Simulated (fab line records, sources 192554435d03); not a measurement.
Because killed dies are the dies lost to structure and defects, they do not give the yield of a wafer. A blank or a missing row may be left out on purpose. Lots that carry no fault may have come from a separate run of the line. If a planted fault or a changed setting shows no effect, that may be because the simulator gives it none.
Struck lot and sound lot, side by side ; flow n5 finfet ; 41 steps out of a route of 1938
Sound: these wafers, L611.1, L611.2, L611.4. The struck wafers were L608.2, L608.4, L608.5. The cause comes at the end.
Each step with rows lists, per side, the tool, then ch with its chambers, then its first start. Under that, the readings that differ: sound wafers ; struck wafers ; difference of the means ; sigmas: that difference in standard deviations of wafers without a fault.
alike: readings whose means differ by less than 2 such deviations, and words and numbers that are the same on both sides. not compared: withheld readings, readings that some wafer has no value for, bounds like >300 that may hide the same value, and numbers for which the record gives no deviation and whose values overlap.
Wherever a step has rows on one side only, a row that says differs or no value, or a row with sigmas, the two part there. Numbers that have no deviation but don't overlap get no sigmas and don't part them. A reading that every wafer of one side lacks parts them only if that side has two wafers or more.

first, 9 steps without rows for these wafers: N5_BEOL_M4_ANNEAL_95 (time 240 s); N5_BEOL_M4_SPUTTER_96 (material Cu, target thk 4.5 nm, time 8.29 s); N5_BEOL_M4_ECD_50 (material Cu, target thk 300 nm); N5_BEOL_M4_ANNEAL_51 (time 90 s); N5_BEOL_M4_CMP_52 (polishes, stops on SiOC, t overpolish 6.8 s, target thk 40 nm); N5_BEOL_M4_PRE_CLEAN_60 (time 15 s); N5_BEOL_M4_CO_CAP_55 (material Co, precursor CCTBA/H2, target thk 2 nm, time 102.1 s); N5_BEOL_M4_PRE_CLEAN_56 (time 15 s); N5_BEOL_M4_DEP_57 (deposits SiCN from 3MS/NH3, target thk 8 nm, time 14 s).
N5_BEOL_M4_RC_MEAS_101:
  sound on prober-01 ch 0, day 12 20:59; struck on prober-01 ch 0, day 12 11:46
  alike: DIBL_N, DIBL_P, IOFF_N, IOFF_P, ION_N, ION_P, SS_N, SS_P, VT_N, VT_P
then, 24 steps without rows for these wafers: N5_BEOL_M5_ILD_DEP_00 (deposits SiCOH lowk from DEMS/porogen, target thk 140.64 nm, time 25.9 s); N5_BEOL_M5_CURE_79 (cures SiCOH lowk, time 240 s); N5_BEOL_M5_PECVD_70 (deposits SiO2 from TEOS/O2, target thk 16 nm, time 18 s); N5_BEOL_M5_HM_DEP_02 (deposits TiN, target thk 20 nm); N5_BEOL_M5_COAT_59 (time 60 s, resist thk 60 nm); N5_BEOL_M5_COAT_60 (time 60 s, resist thk 12 nm); N5_BEOL_M5_COAT_71 (time 60 s, resist thk 5 nm); N5_BEOL_M5_COAT_05 (resist thk 30 nm); N5_BEOL_M5_EBR_07; N5_BEOL_M5_SOFTBAKE_06 (time 60 s); N5_BEOL_M5_EXPOSE_08 (exposes mask M5, target cd 28 nm); N5_BEOL_M5_PEB_09 (peb time 60 s); N5_BEOL_M5_DEVELOP_10 (develop time 30 s); N5_BEOL_M5_DESCUM_16 (chemistry O2, time 7 s); N5_BEOL_M5_ETCH_72 (etches underlayer in N2/H2, target depth 6.5 nm, time 5.2 s); N5_BEOL_M5_ETCH_61 (etches SiARC in CF4, target depth 15.6 nm, time 26 s); N5_BEOL_M5_ETCH_62 (etches SOC in N2/H2, target depth 75 nm, overetch 15 nm, time 112.5 s); N5_BEOL_M5_STRIP_63 (strips in N2/H2); N5_BEOL_M5_STRIP_73 (strips in N2/H2); N5_BEOL_M5_STRIP_64 (strips in CF4); N5_BEOL_M5_HM_OPEN_17 (chemistry Cl2/BCl3, target TiN, target depth 20 nm, overetch 6 nm); N5_BEOL_M5_STRIP_19 (strips in O2); N5_BEOL_M5_COAT_65 (time 60 s, resist thk 60 nm); N5_BEOL_M5_COAT_66 (time 60 s, resist thk 12 nm).
-- the record jumps here: 2 days lie between the struck wafers' starts before and after (it left off in module BEOL_M5 and takes up again in module BEOL_M10, whose first step shown is number 1490 of the route) --
N5_BEOL_M10_STRIP_67: strips in CF4.
  sound on rie diel-02 ch 0,1,2, day 15 03:14; struck on rie diel-05 ch 0,1, day 14 13:05
  no value came back on the struck wafers for any of 8 readings (bias power w (W), cf4 flow sccm (sccm) and others); on the sound wafers bias power w (W) reads 74.57 74.82 75.30
reading;sound;struck;difference;sigmas
model.SiARC_of_BEOL_M10_COAT_60.thk nm (nm);0 0 0;23.6 23.6 23.6;+23.6;
N5_BEOL_M10_STRIP_19: strips in O2.
  sound on rie diel-06 ch 0,1,3, day 15 03:23; struck on rie diel-06 ch 0,3, day 14 13:25
reading;sound;struck;difference;sigmas
model.SOC_of_BEOL_M10_COAT_59.thk nm (nm);0 0 0;92.4 92 92.4;+92.3;
  alike: chamber pressure mTorr, drypump motor current A, oes product au, rf vpp V, showerhead plenum p Torr, temp c, throttle valve pct
  not compared: rf hours counter h
N5_BEOL_M10_ETCH_66: etches SOC in N2/H2, target depth 120 nm, overetch 24 nm, time 180 s.
  sound on rie diel-06 ch 0,1, day 15 05:35; struck on rie diel-06 ch 0,3, day 14 14:13
reading;sound;struck;difference;sigmas
model.etch.depth nm (nm);100.3 100.3 100;144.2 144.2 143;+43.6;
  alike: drypump motor current A, oes product au, rf vpp V, showerhead plenum p Torr, temp c, throttle valve pct
  not compared: rf hours counter h
N5_BEOL_M10_VIA_ETCH_34: etches SiCOH lowk in C4F6/O2, target depth 184.5 nm, time 69.2 s.
  sound on rie diel-06 ch 0,1, day 15 05:43; struck on rie diel-06 ch 0,3, day 14 14:21
reading;sound;struck;difference;sigmas
oes product au (a.u.);0.82 0.79 0.82;0.26 0.31 0.26;-0.53;-6
  alike: drypump motor current A, oes_ar_750_au, rf vpp V, showerhead plenum p Torr, throttle valve pct
  not compared: rf hours counter h
N5_BEOL_M10_ETCH_41: etches SiCN in CH3F/O2, target depth 42.6 nm, time 86 s.
  sound on rie diel-06 ch 0,1; struck on rie diel-06 ch 0,3
reading;sound;struck;difference;sigmas
model.SiARC_of_BEOL_M10_COAT_60.thk nm (nm);0 0 0;11.2 11.2 11.4;+11.3;
  alike: drypump motor current A, oes product au, rf vpp V, showerhead plenum p Torr, throttle valve pct
  not compared: rf hours counter h
N5_BEOL_M10_OCD_MEAS_38:
  struck on ocd-01, day 14 14:38; sound on ocd-02, day 15 06:00
reading;sound;struck;difference;sigmas
trench depth nm (nm);150.2 148.5 149.5;- - -;no value on the struck wafers;
-- here the record skips 2 days between the struck wafers' starts before and after, leaving off in module BEOL_M10 and picking up in module PASSIVATION (first step shown: number 1936 of the route) --
N5_PASSIVATION_PROBE_49:
  rows exist in the record for the struck wafers here (prober-02, day 16 19:26), but not for the sound ones

## WHERE THEY PART
First at N5_BEOL_M10_STRIP_67; last, within this record, at N5_PASSIVATION_PROBE_49.

WHY: whatever the simulator had introduced
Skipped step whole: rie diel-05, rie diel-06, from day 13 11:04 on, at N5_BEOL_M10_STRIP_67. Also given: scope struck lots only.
